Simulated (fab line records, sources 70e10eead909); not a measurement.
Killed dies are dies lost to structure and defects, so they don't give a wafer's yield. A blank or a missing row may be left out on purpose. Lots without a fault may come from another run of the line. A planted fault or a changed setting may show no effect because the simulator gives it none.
Tool commonality check | flow nand_harc | 11 lots, 33 wafers sampled

WHY IT WAS OPENED
At NHARC_A_SGD_CUT_CD_MEAS_09 the reading cd_nm is flagged on 4 of 11 lots. Wafers without a fault read 100.0 nm, standard deviation 0.47.
Rule: a lot is flagged when every wafer of it that has a number lies more than 4 standard deviations from that mean, or none has a number. The other lots count as sound.

lot  | measured     | on        | cd_nm (nm), wafer by wafer | flag
L451 | day 19 15:28 | cd_sem-03 | 100.3 100.1 100.4          |
L453 | day 20 00:08 | cd_sem-01 | 99.8 99.4 99.7             |
L455 | day 21 17:41 | cd_sem-03 | 99.7 99.8 100.2            |
L456 | day 21 21:53 | cd_sem-03 | 101.0 100.6 100.7          |
L463 | day 23 10:28 | cd_sem-01 | 106.2 107.3 106.6          | FLAGGED
L461 | day 23 11:38 | cd_sem-02 | 105.4 105.5 105.5          | FLAGGED
L464 | day 24 01:10 | cd_sem-03 | 104.7 104.2 104.6          | FLAGGED
L466 | day 25 15:04 | cd_sem-01 | 100.4 99.8 99.8            |
L465 | day 25 17:57 | cd_sem-01 | 102.7 102.8 103.0          | FLAGGED
L468 | day 27 03:08 | cd_sem-03 | 99.6 100.5 99.4            |
L473 | day 28 19:08 | cd_sem-01 | 99.9 100.3 100.5           |
The numbers of the flagged lots are 104.9 nm on average: +4.9 nm against the usual, or +10 standard deviations.

WHICH TOOL RAN EACH LOT
The record holds 3 process steps before the reading, out of a route of 1302 steps. In each cell: the tool, then ch and the chambers that the sampled wafers went through, then the start.
lot  | flag    | NHARC_A_STAIRCASE_DESCUM_443       | NHARC_A_STAIRCASE_STRIP_446          | NHARC_A_SGD_CUT_EXPOSE_06
L451 |         | rie_diel-04 ch 0,1, day 19 07:26   | plasma_asher-02 ch 0,1, day 19 11:55 | arfi_scanner-02 ch 0, day 19 15:19
L453 |         | rie_diel-11 ch 0,1, day 19 16:16   | plasma_asher-02 ch 0,1, day 19 20:49 | arfi_scanner-03 ch 0, day 20 00:00
L455 |         | rie_diel-08 ch 0,3, day 21 10:00   | plasma_asher-01 ch 0,1, day 21 14:28 | arfi_scanner-03 ch 0, day 21 17:33
L456 |         | rie_diel-11 ch 0,1, day 21 14:02   | plasma_asher-02 ch 0,1, day 21 18:33 | arfi_scanner-02 ch 0, day 21 21:44
L463 | FLAGGED | rie_diel-08 ch 0,2,3, day 23 02:36 | plasma_asher-02 ch 0,1, day 23 07:05 | arfi_scanner-03 ch 0, day 23 10:19
L461 | FLAGGED | rie_diel-04 ch 1,3, day 23 02:45   | plasma_asher-02 ch 0,1, day 23 08:10 | arfi_scanner-03 ch 0, day 23 11:30
L464 | FLAGGED | rie_diel-11 ch 0,1,3, day 23 17:21 | plasma_asher-01 ch 0,1, day 23 22:00 | arfi_scanner-03 ch 0, day 24 01:02
L466 |         | rie_diel-08 ch 0,1,2, day 25 07:02 | plasma_asher-01 ch 0,1, day 25 11:38 | arfi_scanner-01 ch 0, day 25 14:55
L465 | FLAGGED | rie_diel-08 ch 1,2, day 25 07:10   | plasma_asher-02 ch 0,1, day 25 14:35 | arfi_scanner-03 ch 0, day 25 17:49
L468 |         | rie_diel-04 ch 0,1, day 26 17:52   | plasma_asher-01 ch 0, day 26 22:25   | arfi_scanner-01 ch 0, day 27 03:00
L473 |         | rie_diel-04 ch 1,2,3, day 28 11:15 | plasma_asher-02 ch 0,1, day 28 15:46 | arfi_scanner-01 ch 0, day 28 19:00
What these steps do:
- NHARC_A_STAIRCASE_DESCUM_443: chemistry O2, time 3 s.
- NHARC_A_STAIRCASE_STRIP_446: strips in O2.
- NHARC_A_SGD_CUT_EXPOSE_06: exposes mask SGD.
- NHARC_A_SGD_CUT_CD_MEAS_09: target cd 100 nm.

FLAGGED OVER TOTAL, TOOL BY TOOL (the gauges that took the reading come last)
step                         | tool            | lots run | flagged | share of the flagged lots | sound lots run after its first flagged lot
NHARC_A_STAIRCASE_DESCUM_443 | rie_diel-04     | 4        | 1       | some                      | 2 (L468,L473)
NHARC_A_STAIRCASE_DESCUM_443 | rie_diel-08     | 4        | 2       | some                      | 1 (L466)
NHARC_A_STAIRCASE_DESCUM_443 | rie_diel-11     | 3        | 1       | some                      | 0
NHARC_A_STAIRCASE_STRIP_446  | plasma_asher-01 | 4        | 1       | some                      | 2 (L466,L468)
NHARC_A_STAIRCASE_STRIP_446  | plasma_asher-02 | 7        | 3       | some                      | 1 (L473)
NHARC_A_SGD_CUT_EXPOSE_06    | arfi_scanner-01 | 3        | 0       | none                      | -
NHARC_A_SGD_CUT_EXPOSE_06    | arfi_scanner-02 | 2        | 0       | none                      | -
NHARC_A_SGD_CUT_EXPOSE_06    | arfi_scanner-03 | 6        | 4       | all                       | 0
NHARC_A_SGD_CUT_CD_MEAS_09   | cd_sem-01       | 5        | 2       | some                      | 2 (L466,L473)
NHARC_A_SGD_CUT_CD_MEAS_09   | cd_sem-02       | 1        | 1       | some                      | 0
NHARC_A_SGD_CUT_CD_MEAS_09   | cd_sem-03       | 5        | 1       | some                      | 1 (L468)

WHAT THE TABLE ALLOWS
1 row of the table ran every flagged lot: arfi_scanner-03 at NHARC_A_SGD_CUT_EXPOSE_06.
- arfi_scanner-03 at NHARC_A_SGD_CUT_EXPOSE_06: 4 of its 6 lots flagged. Its last sound lot is L455 (day 21 17:33), its first flagged lot L463 (day 23 10:19): a fault that began between those two fits. Its own readings lie more than 4 standard deviations out on every wafer of the flagged lots: exposure_dose_mJ_cm2.
One tool is left: arfi_scanner-03 at NHARC_A_SGD_CUT_EXPOSE_06.

WHAT THE SIMULATOR HAD PUT IN
Process parameter drift: arfi_scanner-03, from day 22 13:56 on, at NHARC_A_SGD_CUT_EXPOSE_06. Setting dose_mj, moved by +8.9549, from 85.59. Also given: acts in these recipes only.
Lots struck among those shown: L463, L461, L464, L465. The rule above found the same.
